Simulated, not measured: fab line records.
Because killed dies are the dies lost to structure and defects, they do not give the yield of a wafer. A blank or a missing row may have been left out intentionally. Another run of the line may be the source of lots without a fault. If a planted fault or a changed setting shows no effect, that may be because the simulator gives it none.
2 desks, one fault -- flow n5Finfet -- numbers are kept per desk, each desk with only its own; the story behind them comes last

== DESK OF THE TOOL OWNER: cmp-03 ==
The tool's own readings at N5_HKMG_FIN_CMP_23 (polishes, stops on SiNx, t overpolish 10 s, target thk 46.326 nm): means of the sampled wafers that have a number, for each lot that ran on this tool. Any lot whose mean is over 4 standard deviations away from the usual mean is out of limits and marked OUT; that distance is given in the brackets.
Columns: A = motorCurrentA at N5_HKMG_FIN_CMP_23, usual 12.7 A; B = overpolishRunS at N5_HKMG_FIN_CMP_23, usual 9.999 s; C = platenRpm at N5_HKMG_FIN_CMP_23, usual 50.29 rpm; D = retainingRingPressureFrac at N5_HKMG_FIN_CMP_23, usual 1.001; E = timeToEndpointS at N5_HKMG_FIN_CMP_23, usual 10.6 s
lot,first seen here,A,B,C,D,E
L943,day 4 23:40,12.4,10.003,50.29,1.001,11.8
L947,day 6 02:27,12.1,10.000,50.25,0.996,12.1
L954,day 7 19:29,13.0,10.003,48.27 (-59) OUT,0.997,12.4
L955,day 8 03:00,12.9,10.011,48.25 (-60) OUT,0.998,14.1
This desk's finding: out of limits on L954, L955; first on L954, day 7 19:29 (platenRpm at N5_HKMG_FIN_CMP_23). L943, L947 stayed within limits.

== THE METROLOGY DESK ==
Means of the sampled wafers that have a number, per lot and without regard to the tool the lot ran on: this is what the gauges read. Any lot whose mean is over 4 standard deviations away from the usual mean is out of limits and marked OUT; that distance is given in the brackets. Of its 10 readings 7 are shown: those that lie furthest out on some lot.
Columns: A = DIBL_N at N5_BEOL_M4_RC_MEAS_101, usual 36.5 mV/V; B = DIBL_P at N5_BEOL_M4_RC_MEAS_101, usual 36.5 mV/V; C = IOFF_N at N5_BEOL_M4_RC_MEAS_101, usual 0.16 nA/um; D = IOFF_P at N5_BEOL_M4_RC_MEAS_101, usual 0.21 nA/um; E = SS_N at N5_BEOL_M4_RC_MEAS_101, usual 71.6 mV/dec; F = VT_N at N5_BEOL_M4_RC_MEAS_101, usual 250 mV; G = VT_P at N5_BEOL_M4_RC_MEAS_101, usual -250.5 mV
lot,first seen here,A,B,C,D,E,F,G
L940,day 8 14:59,33.1,35.4,0.14,0.18,70.9,252,-251.3
L943,day 8 21:33,35.7,35.9,0.16,0.20,71.5,249,-252.0
L947,day 10 07:19,37.3,37.4,0.16,0.21,72.5,250,-249.6
L954,day 11 17:46,37.9,37.1,0.17,0.22,72.5,252,-250.3
L951,day 11 20:26,36.0,36.6,0.16,0.22,71.1,250,-247.3
L955,day 11 23:17,35.4,37.5,0.15,0.19,71.5,252,-254.2
L957,day 12 16:20,36.5,34.8,0.15,0.19,71.7,251,-252.2
L960,day 13 10:04,37.7,38.2,0.16,0.22,71.7,250,-252.9
L962,day 13 21:25,37.8,40.0,0.22,0.27,72.1,246,-245.0
Finding of this desk: none of the 9 lots has anything out of limits.

== TAKEN TOGETHER ==
An alarm could have come from the tool owner's desk at day 7 19:29, on L954, L955.
From the metrology desk's view, nothing was out of limits.
The metrology desk has L954, L955 on record, within its limits.
Every lot named ran N5_HKMG_FIN_CMP_23 on cmp-03.

== WHAT HAD BEEN PUT IN BY THE SIMULATOR ==
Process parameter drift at N5_HKMG_FIN_CMP_23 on cmp-03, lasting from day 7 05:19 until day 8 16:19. From 50.289, the setting platenRpm moved by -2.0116. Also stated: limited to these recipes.
Struck lots among those shown: L954, L955.
Hours from the fault's start to each desk's first reading out of limits: the tool owner's desk, 14.
